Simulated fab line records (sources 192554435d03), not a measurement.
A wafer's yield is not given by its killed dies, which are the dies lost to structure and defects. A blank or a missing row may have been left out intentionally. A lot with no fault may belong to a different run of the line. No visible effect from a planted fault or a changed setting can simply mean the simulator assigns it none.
Problem report, 8D (eight disciplines) form, completed by code	flow n5-finfet	the parts of the form that need people (team, actions taken, sign-off) are left out

== 1. THE ISSUE ==
On 3 wafers of 1 lot, killed-at-contacts at N5_PASSIVATION_PROBE_49 has a mean of 73; fault-free wafers read 13, standard deviation 6.3. That is +9.5 standard deviations from the usual mean.
The first sign was on wafer L516.2 at day 14 03:38, on prober-02. The record holds 11 wafers of 4 lots with a number at this step. The rule behind "out" and "out of limits": a value lying over 4 standard deviations away from the usual mean. The other wafers with a number count as sound.

== 2. WHAT IT IS, WHAT IT ISN'T ==
question	is	is not
which readings at this step	killed-at-contacts	killed_at_M0_to_M3, killed_at_M4_up, killed-at-front-end, killed-at-other, killed-open, killed-short
which lots	L516	L509, L521, L522
which wafers of those lots	all that have a number	-
read on which tools	prober-02	-
when	from day 14 03:38	up to then (3 sound wafers); but 5 sound wafers of L521, L522 came after

== 3. WHAT RULES OUT EACH SUSPECT ==
Counting: a tool stays on the suspect list if, at a process step up to the reading, it processed all lots that are out and no sound lot following the first of them.
- wet-bench-06 at N5_MOL_CONTACT_COAG_WET_ETCH_26 (target Co, target depth 13 nm): kept. It ran the lot that is out, L516 (day 7 00:45), and no sound lot after that.
- rie-diel-04 at N5_MIM_BOT_ETCH_STRIP_01 (strips in O2): ruled out as a lasting fault. Sound lots L521 ran on it after its first lot that is out, L516 (day 13 18:47).
- prober-02 at N5_PASSIVATION_PROBE_49: ruled out as a lasting fault. Sound lots L522, L521 ran on it after its first lot that is out, L516 (day 14 03:38).
Left after counting: wet-bench-06 at N5_MOL_CONTACT_COAG_WET_ETCH_26.

== 4. THE CAUSE (what the simulator had put in) ==
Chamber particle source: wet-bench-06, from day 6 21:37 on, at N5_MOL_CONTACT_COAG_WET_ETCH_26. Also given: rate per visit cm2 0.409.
Only this tool survived the counting.

== 5. SEQUENCE OF EFFECTS, ordered by route ==
One row per reading whose mean, taken over the struck wafers that have a number, lies over 3 standard deviations from the usual. Only readings whose record carries a usual standard deviation are examined. hours: median over the lots of the time between each lot's start at the first step of this table that gives one and its start at this step. sigmas: the change, counted in usual standard deviations.
hours	step	reading	usual	on struck wafers	change	sigmas
0	N5_PASSIVATION_PROBE_49	killed-at-contacts	13	73	+60	+9.5
0	N5_PASSIVATION_PROBE_49	killed-on-rim	14	28	+14	+3.3
Process steps it contains:
- N5_PASSIVATION_PROBE_49

== 6. HOW IT WOULD HAVE BEEN CAUGHT EARLIER ==
174 hours passed between the start of the fault at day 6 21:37 and the first reading out of limits in this record, taken at day 14 03:38.
Each of the lots that are out, 1 in all, had begun N5_MOL_CONTACT_COAG_WET_ETCH_26 on wet-bench-06 no later than day 14 03:38. None of them would have been spared by holding the tool at that moment.
